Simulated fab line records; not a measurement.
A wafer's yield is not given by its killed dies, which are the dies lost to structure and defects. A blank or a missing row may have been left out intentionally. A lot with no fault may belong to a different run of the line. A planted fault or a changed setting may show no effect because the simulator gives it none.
fab line records	flow nand_harc
[record] lots = 13	wafers = 39	last_day = 33
route steps=1302 shown THIN_TSV@1265
lots that met no fault: taken from a fault-free run of the same line
start_h: the number of hours between the record's first day and the start of the first shown wafer of the lot	wait_h: hours since the lot's step before	" repeats the value in the row above	L1.1+2: a row that stands for several wafers	- no value present, or no start provided	* or withheld: withheld	< > ~ a bound
route shown NAME@n: NAME is a module with steps in the file, n the number in the route of the first one	usual: mean and standard deviation over wafers with no fault	same: alike in all rows	chamber/n: place in a boat	sites: the reading at each site	_std_site: standard deviation across them	_edge_site: the outer-site mean with the inner-site mean subtracted	radius_mm: how far each site lies from the wafer's centre	mask NAME#n: copy n	behind: the tool/chamber that last shaped the wafer	hold: what put the lot on hold/how long, in hours/how the hold closed	device: the transistor (n, p or np) that didn't switch	end of line: tests of these same wafers at the route's end	where a step has no rows: the recipe by itself	killed: dies lost to structure and defects at the first sort, not the wafer's yield	map: per-die view of a wafer (x killed, . not killed, _ where there is no die)
set.NAME: setting as actually run; set.NAME@STEP: the setting as run at that earlier step	model.NAME: the simulator's own value behind a step, which no gauge read
route steps across a sampled set of lots; one table per step, one row per wafer
services: from which hour (start_h, from the record's first day; less than 0 if before it) a tool's chamber was out of use, for how many hours, and why
[[steps]]
[step NHARC_THIN_TSV_STRIP_45]
[recipe] power_w = 1500	temp_c = 250	chemistry = O2
[usual] drypump_motor_current_A = 5.7/0.37	heater_power_w = 336/41
lot.wafer	tool	chamber	start_h	wait_h	drypump_motor_current_A	heater_power_w	rf_hours_counter_h
L364.1	plasma_asher-01	1	570.34	0.1	6.1	352	8
L364.2	"	0	"	"	5.3	397	8
L364.3	"	0	"	"	5.3	406	-
L365.1	plasma_asher-02	0	575.88	0.1	6.0	315	29
L365.4	"	1	"	"	5.3	289	-
L365.5	"	0	"	"	6.0	313	-
L366.2	plasma_asher-02	1	577.42	0.4	5.2	284	31
L366.4	"	0	"	"	6.0	322	-
L366.6	"	1	"	"	5.3	287	-
L367.2	plasma_asher-01	0	592.10	0.1	5.4	405	8
L367.1	"	1	"	"	6.1	359	8
L367.4	"	0	"	"	5.4	402	-
L368.2	plasma_asher-01	1	609.74	0.1	6.1	352	12
L368.1	"	0	"	"	5.3	396	12
L368.6	"	0	"	"	5.4	397	-
L370.4	plasma_asher-01	1	624.07	0.2	6.1	350	-
L370.5	"	1	"	"	6.1	351	-
L370.6	"	0	"	"	5.3	386	-
L369.1	plasma_asher-01	1	625.16	0.1	6.1	350	17
L369.4	"	1	"	"	6.1	343	-
L369.3	"	0	"	"	5.4	399	-
L372.2	plasma_asher-01	0	645.71	0.1	5.3	407	21
L372.6	"	0	"	"	5.3	399	-
L372.5	"	1	"	"	6.1	357	-
L374.1	plasma_asher-01	0	670.13	0.1	5.3	397	24
L374.3	"	0	"	"	5.3	401	-
L374.6	"	1	"	"	6.1	360	-
L375.1	plasma_asher-01	0	690.56	0.1	5.3	398	30
L375.3	"	0	"	"	5.4	401	-
L375.5	"	0	"	"	5.3	394	-
L380.2	plasma_asher-02	1	732.52	0.1	5.3	281	26
L380.1	"	0	"	"	6.0	323	26
L380.4	"	0	"	"	6.0	321	-
L382.1	plasma_asher-02	1	733.76	0.1	5.3	283	27
L382.4	"	0	"	"	6.0	324	-
L382.3	"	1	"	"	5.3	280	-
L384.2	plasma_asher-02	1	765.12	0.2	5.3	282	33
L384.1	"	0	"	"	5.9	320	33
L384.5	"	0	"	"	5.9	316	-
[step NHARC_THIN_TSV_PRE_CLEAN_50]
[recipe] time_s = 30	temp_c = 280	gas = H2/He
[usual] heater_power_w = 425/37
[same] time_s = 30
lot.wafer	tool	chamber	start_h	wait_h	heater_power_w
L364.3	pvd_sputter-03	-	-	-	450
L364.2	"	-	"	"	387
L364.1	"	-	"	"	391
L365.4	pvd_sputter-01	-	-	-	448
L365.1	"	-	"	"	358
L365.5	"	-	"	"	451
L366.4	pvd_sputter-02	-	-	-	429
L366.2	"	-	"	"	406
L366.6	"	-	"	"	417
L367.4	pvd_sputter-02	-	-	-	466
L367.1	"	-	"	"	418
L367.2	"	-	"	"	388
L368.2	pvd_sputter-02	-	-	-	477
L368.1	"	-	"	"	423
L368.6	"	-	"	"	411
L370.4	pvd_sputter-01	-	-	-	422
L370.5	"	-	"	"	348
L370.6	"	-	"	"	454
L369.4	pvd_sputter-03	-	-	-	397
L369.3	"	-	"	"	475
L369.1	"	-	"	"	400
L372.2	pvd_sputter-01	-	-	-	447
L372.6	"	-	"	"	351
L372.5	"	-	"	"	457
L374.1	pvd_sputter-03	-	-	-	465
L374.3	"	-	"	"	388
L374.6	"	-	"	"	433
L375.1	pvd_sputter-02	-	-	-	417
L375.3	"	-	"	"	476
L375.5	"	-	"	"	490
L380.2	pvd_sputter-02	-	-	-	390
L380.4	"	-	"	"	412
L380.1	"	-	"	"	437
L382.1	pvd_sputter-02	-	-	-	379
L382.3	"	-	"	"	416
L382.4	"	-	"	"	484
L384.1	pvd_sputter-02	-	-	-	406
L384.2	"	-	"	"	474
L384.5	"	-	"	"	381
[step NHARC_THIN_TSV_PVD_19]
[recipe] target_thk_a = 200	chamber_pressure_pa = 5	material = TaN
[usual] throttle_valve_pct = 30.2/0.86
lot.wafer	tool	chamber	start_h	wait_h	throttle_valve_pct
L364.2	pvd_sputter-03	-	-	-	29.7
L364.3	"	-	"	"	30.3
L364.1	"	-	"	"	29.2
L365.4	pvd_sputter-01	-	-	-	31.8
L365.1	"	-	"	"	28.9
L365.5	"	-	"	"	30.7
L366.4	pvd_sputter-02	-	-	-	30.8
L366.2	"	-	"	"	29.4
L366.6	"	-	"	"	29.3
L367.2	pvd_sputter-02	-	-	-	29.1
L367.1	"	-	"	"	30.7
L367.4	"	-	"	"	30.4
L368.1	pvd_sputter-02	-	-	-	30.9
L368.2	"	-	"	"	30.7
L368.6	"	-	"	"	28.9
L370.4	pvd_sputter-01	-	-	-	31.4
L370.5	"	-	"	"	29.9
L370.6	"	-	"	"	31.1
L369.3	pvd_sputter-03	-	-	-	30.0
L369.1	"	-	"	"	30.4
L369.4	"	-	"	"	29.2
L372.2	pvd_sputter-01	-	-	-	30.1
L372.5	"	-	"	"	30.0
L372.6	"	-	"	"	31.5
L374.3	pvd_sputter-03	-	-	-	29.0
L374.1	"	-	"	"	30.4
L374.6	"	-	"	"	29.2
L375.3	pvd_sputter-02	-	-	-	30.1
L375.1	"	-	"	"	30.7
L375.5	"	-	"	"	30.7
L380.1	pvd_sputter-02	-	-	-	30.4
L380.4	"	-	"	"	30.7
L380.2	"	-	"	"	29.8
L382.1	pvd_sputter-02	-	-	-	30.8
L382.3	"	-	"	"	29.9
L382.4	"	-	"	"	28.1
L384.1	pvd_sputter-02	-	-	-	30.5
L384.2	"	-	"	"	27.7
L384.5	"	-	"	"	30.9
[step NHARC_THIN_TSV_ETCH_59]
[recipe] target_depth_a = 8800	icp_w = 900	bias_w = 100	Cl2_flow_sccm = 60	bcl3_flow_sccm = 30	time_s = 138.1	chemistry = Cl2/BCl3
[usual] drypump_motor_current_A = 5.7/0.35	oes_product_au = 0.998/0.011	throttle_valve_pct = 22.265/0.0088
[same] time_s = 138.1
lot.wafer	tool	chamber	start_h	wait_h	drypump_motor_current_A	oes_product_au	rf_hours_counter_h	throttle_valve_pct
L364.2	rie_metal-03	1	575.54	0.1	5.5	1.008	0.8	22.265
L364.1	"	0	"	"	5.7	1.004	0.8	22.268
L364.3	"	1	"	"	5.5	1.011	-	22.251
L365.1	rie_metal-02	1	581.39	0.1	5.1	1.005	2.8	22.261
L365.4	"	1	"	"	5.1	0.993	-	22.273
L365.5	"	0	"	"	6.1	1.012	-	22.266
L366.2	rie_metal-03	1	583.06	0.1	5.5	0.997	1.1	22.270
L366.4	"	1	"	"	5.5	1.002	-	22.281
L366.6	"	0	"	"	5.7	1.006	-	22.254
L367.1	rie_metal-02	0	597.23	0.1	6.1	1.002	3.0	22.265
L367.2	"	1	"	"	5.1	1.013	3.0	22.257
L367.4	"	1	"	"	5.1	1.014	-	22.269
L368.1	rie_metal-03	0	614.94	0.1	5.7	1.004	1.4	22.270
L368.2	"	1	"	"	5.6	1.023	1.4	22.269
L368.6	"	0	"	"	5.6	1.006	-	22.257
L370.4	rie_metal-03	0	629.27	0.2	5.7	0.997	-	22.264
L370.6	"	0	"	"	5.6	0.992	-	22.257
L370.5	"	1	"	"	5.5	1.008	-	22.270
L369.1	rie_metal-01	0	630.40	0.1	5.9	0.991	0.9	22.287
L369.3	"	1	"	"	6.1	0.999	-	22.270
L369.4	"	0	"	"	5.9	0.983	-	22.260
L372.2	rie_metal-03	1	650.84	0.1	5.5	0.998	1.9	22.250
L372.5	"	1	"	"	5.5	1.003	-	22.267
L372.6	"	0	"	"	5.7	1.009	-	22.296
L374.1	rie_metal-03	1	675.25	0.1	5.5	0.996	2.4	22.258
L374.3	"	0	"	"	5.7	1.000	-	22.259
L374.6	"	1	"	"	5.5	1.011	-	22.285
L375.1	rie_metal-01	1	695.66	0.1	6.0	1.002	2.1	22.266
L375.3	"	0	"	"	5.9	0.994	-	22.268
L375.5	"	1	"	"	6.0	1.005	-	22.275
L380.1	rie_metal-02	1	737.72	0.1	5.1	1.020	1.6	22.268
L380.2	"	0	"	"	6.0	0.941	1.6	22.267
L380.4	"	1	"	"	5.1	1.011	-	22.263
L382.1	rie_metal-01	0	738.97	0.1	5.9	0.990	3.1	22.263
L382.4	"	0	"	"	5.9	0.988	-	22.259
L382.3	"	1	"	"	6.1	0.997	-	22.278
L384.1	rie_metal-01	1	770.46	0.1	6.1	0.994	0.1	22.254
L384.2	"	0	"	"	5.9	0.990	0.1	22.275
L384.5	"	0	"	"	5.9	1.008	-	22.261
[[services]]
tool	chamber	start_h	hours	kind
pvd_sputter-01	-	549.41	6.2	repair
plasma_asher-01	-	572.59	17.6	repair
rie_metal-01	-	575.00	9.0	pm
pvd_sputter-01	-	582.00	10.0	pm
pvd_sputter-03	-	585.66	2.0	repair
plasma_asher-02	-	603.24	9.0	pm
rie_metal-02	-	631.00	9.0	pm
pvd_sputter-02	-	638.00	10.0	pm
pvd_sputter-03	-	673.52	67.3	repair
pvd_sputter-02	-	681.13	1.2	repair
pvd_sputter-02	-	690.62	0.5	repair
rie_metal-03	-	696.00	9.0	pm
plasma_asher-01	-	696.19	9.0	pm
plasma_asher-01	0	696.19	9.0	vent_cycle
rie_metal-02	0	706.05	1.0	repair
plasma_asher-01	-	709.52	1.9	repair
pvd_sputter-02	-	730.59	3.2	repair
pvd_sputter-01	-	731.90	1.3	repair
pvd_sputter-03	-	740.84	10.0	pm
rie_metal-02	0	741.56	14.5	repair
rie_metal-01	-	752.00	9.0	pm
plasma_asher-02	-	752.80	1.0	repair
pvd_sputter-01	-	760.00	10.0	pm
plasma_asher-01	-	761.68	9.0	repair
[[key]]
[first_sign] step = NHARC_THIN_TSV_ETCH_59	reading = oes_product_au	direction = down	sigmas = 5.2	usual = 0.998	struck = 0.941
effect none on later readings
met_at NHARC_THIN_TSV_ETCH_59
struck_lots L380
struck_wafers L380.2
sort_left_out L380.2
not_acting_at NHARC_THIN_TSV_STRIP_45,NHARC_THIN_TSV_PRE_CLEAN_50,NHARC_THIN_TSV_PVD_19
onset_between 597.23 737.72
[fault] kind = process_parameter_drift	tool = rie_metal-02	chamber = 0	onset_h = 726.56	steps = NHARC_THIN_TSV_ETCH_59	channel = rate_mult	offset = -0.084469	shape = step	end_h = 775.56
// sort_left_out: the simulated sort isn't trusted on such a fault, so these wafers' sort isn't shown, and their yield isn't known
